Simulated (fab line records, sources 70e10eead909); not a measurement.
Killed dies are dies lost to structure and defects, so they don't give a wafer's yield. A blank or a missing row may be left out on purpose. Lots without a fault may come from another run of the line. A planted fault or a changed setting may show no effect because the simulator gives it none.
Which tool did it? | flow nand_harc | 14 lots, 42 wafers sampled, at 2 steps of a route of 1302

WHAT THE GAUGES READ, wafer by wafer
NHARC_A_M0_INSPECT_27. Usual: raw_defect_count 527, standard deviation 120.
lot  | measured     | on                | raw_defect_count | flag
L407 | day 23 02:00 | defect_inspect-02 | 401 443 556      |
L412 | day 23 19:36 | defect_inspect-01 | 502 431 496      |
L410 | day 23 22:10 | defect_inspect-01 | 431 513 444      |
L409 | day 24 03:15 | defect_inspect-01 | 590 923 766      |
L411 | day 24 03:43 | defect_inspect-02 | 524 873 555      |
L421 | day 28 17:35 | defect_inspect-02 | 570 605 578      |
L423 | day 29 13:23 | defect_inspect-01 | 623 658 540      |
L424 | day 30 02:34 | defect_inspect-02 | 429 410 580      |
L425 | day 30 12:02 | defect_inspect-02 | 510 523 424      |
L427 | day 30 18:08 | defect_inspect-01 | 496 364 472      |
L426 | day 30 19:49 | defect_inspect-02 | 669 471 684      |
L429 | day 31 18:58 | defect_inspect-01 | 641 746 527      |
L428 | day 32 22:19 | defect_inspect-01 | 442 477 652      |
L430 | day 33 11:26 | defect_inspect-01 | 448 455 525      |

NHARC_A_M1_CD_MEAS_16. Usual: cd_nm 119.9 nm, standard deviation 0.59.
lot  | measured     | on        | cd_nm (nm)        | flag
L407 | day 23 03:53 | cd_sem-01 | 120.5 120.4 120.0 |
L412 | day 23 21:21 | cd_sem-02 | 119.9 120.1 119.4 |
L410 | day 24 00:04 | cd_sem-03 | 120.1 119.9 120.2 |
L409 | day 24 05:09 | cd_sem-02 | 120.0 120.5 119.9 |
L411 | day 24 05:35 | cd_sem-02 | 119.6 120.5 120.4 |
L421 | day 28 19:44 | cd_sem-01 | 120.7 118.8 120.3 |
L423 | day 29 15:16 | cd_sem-03 | 120.1 119.6 119.4 |
L424 | day 30 04:32 | cd_sem-02 | 119.2 119.7 119.9 |
L425 | day 30 13:47 | cd_sem-03 | 119.6 119.3 120.1 |
L427 | day 30 19:54 | cd_sem-01 | 120.7 119.9 119.6 |
L426 | day 30 21:49 | cd_sem-01 | 119.9 119.8 120.4 |
L429 | day 31 20:51 | cd_sem-03 | 120.4 121.1 120.2 |
L428 | day 33 00:11 | cd_sem-02 | 119.5 119.7 119.0 |
L430 | day 33 13:20 | cd_sem-02 | 119.0 118.8 119.2 |

WHICH TOOL RAN EACH LOT (tool, then ch and the chambers of the sampled wafers, then the start)
The record holds no process step before these readings.

WHAT THE TOOLS THEMSELVES READ (means of the sampled wafers that have a number; where no wafer has one, the mark that the record gives instead)
The record holds no such reading with a usual standard deviation.

THE ANSWER, worked out from the rows above alone
Rule: a lot is off if the mean of its wafers that have a number lies more than 3 standard deviations from the usual mean. A lot without any number at a reading at which 4 lots or more have one is off too. The other lots that the step has rows for count as sound. The gauges are gone through in route order, then the tools' own readings, and for those a lot's mean is taken as printed above. The first step at which some lot is off is used, and at that step the reading that is off furthest; a lot without a number counts as furthest.
No lot is off at any reading shown: from this, nothing can be told.

WHAT THE SIMULATOR HAD PUT IN
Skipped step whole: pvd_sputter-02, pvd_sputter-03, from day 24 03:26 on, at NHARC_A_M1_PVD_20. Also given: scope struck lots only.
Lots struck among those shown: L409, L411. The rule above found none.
